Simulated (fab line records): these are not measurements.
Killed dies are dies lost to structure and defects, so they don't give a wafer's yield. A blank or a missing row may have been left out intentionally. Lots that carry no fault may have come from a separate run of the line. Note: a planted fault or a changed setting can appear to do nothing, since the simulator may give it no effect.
Which of the tools did it?	flow nand_harc	Sampling: 6 lots, 18 wafers, 5 of 1302 route steps

== WHAT EACH GAUGE READ, for each wafer ==
NHARC_END_SORT_01.
lot	measured	on	killed_at_array

== TOOL THAT RAN EACH LOT (tool first, then ch and the chambers of the sampled wafers, then the start) ==
lot	NHARC_A_STAIRCASE_TRIM_226	NHARC_A_STAIRCASE_TRIM_233	NHARC_A_STAIRCASE_ETCH_253	NHARC_A_STAIRCASE_HM_DEP_456
L599	rie_diel-04 ch 0,3, day 16 10:52 or earlier	rie_diel-02 ch 1,3, day 16 10:52 or earlier	rie_diel-02 ch 1,2, day 16 10:52	acl_dep-01 ch 0, day 16 11:47
L604	rie_diel-02 ch 0,3, day 18 15:53 or earlier	rie_diel-02 ch 0,1, day 18 15:53 or earlier	rie_diel-13 ch 0,1,3, day 18 15:53	acl_dep-02 ch 0, day 18 16:47
L606	rie_diel-04 ch 0,1, day 19 22:04 or earlier	rie_diel-04 ch 0,1,3, day 19 22:04 or earlier	rie_diel-13 ch 0,2,3, day 19 22:04	acl_dep-03 ch 0, day 20 01:28
L612	rie_diel-04 ch 0,3, day 21 05:49 or earlier	rie_diel-04 ch 0,1, day 21 05:49 or earlier	rie_diel-02 ch 1,2,3, day 21 05:49	acl_dep-02, day 21 10:41
L619	rie_diel-13 ch 1,2,3, day 24 16:13 or earlier	rie_diel-02 ch 1,3, day 24 16:13 or earlier	rie_diel-02 ch 0,1, day 24 16:13	acl_dep-02 ch 0, day 24 20:33
L620	rie_diel-04 ch 0,3, day 25 10:49 or earlier	rie_diel-04 ch 0,1, day 25 10:49 or earlier	rie_diel-13 ch 0,1,3, day 25 10:49	acl_dep-02 ch 0, day 25 12:43
- NHARC_A_STAIRCASE_TRIM_226: chemistry O2, time 211.2 s.
- NHARC_A_STAIRCASE_TRIM_233: chemistry O2, time 211.2 s.
- NHARC_A_STAIRCASE_ETCH_253: etches the open film in C4F8/O2, target depth 50 nm, time 20.2 s.
- NHARC_A_STAIRCASE_HM_DEP_456: deposits aC, target thk 3100 nm.

== THE ANSWER, worked out from the rows above alone ==
Rule: what is usual is taken from the lots themselves. Put in order of their means at a reading, lots are off if they are a third of the lots or fewer, leave a main group of 4 or more, and stand apart from it by a gap of 3 or more times the standard deviation of the main group's means; of several such gaps the widest counts. Not used: any main group whose means are identical at the precision the tables above print for the reading. Also off: a lot with no number at a reading for which 4 or more lots have one. Any other lot the step has rows for is counted as sound.
Across all readings shown, no lot is off: no conclusion can be drawn from this.

== WHAT THE SIMULATOR HAD PUT IN ==
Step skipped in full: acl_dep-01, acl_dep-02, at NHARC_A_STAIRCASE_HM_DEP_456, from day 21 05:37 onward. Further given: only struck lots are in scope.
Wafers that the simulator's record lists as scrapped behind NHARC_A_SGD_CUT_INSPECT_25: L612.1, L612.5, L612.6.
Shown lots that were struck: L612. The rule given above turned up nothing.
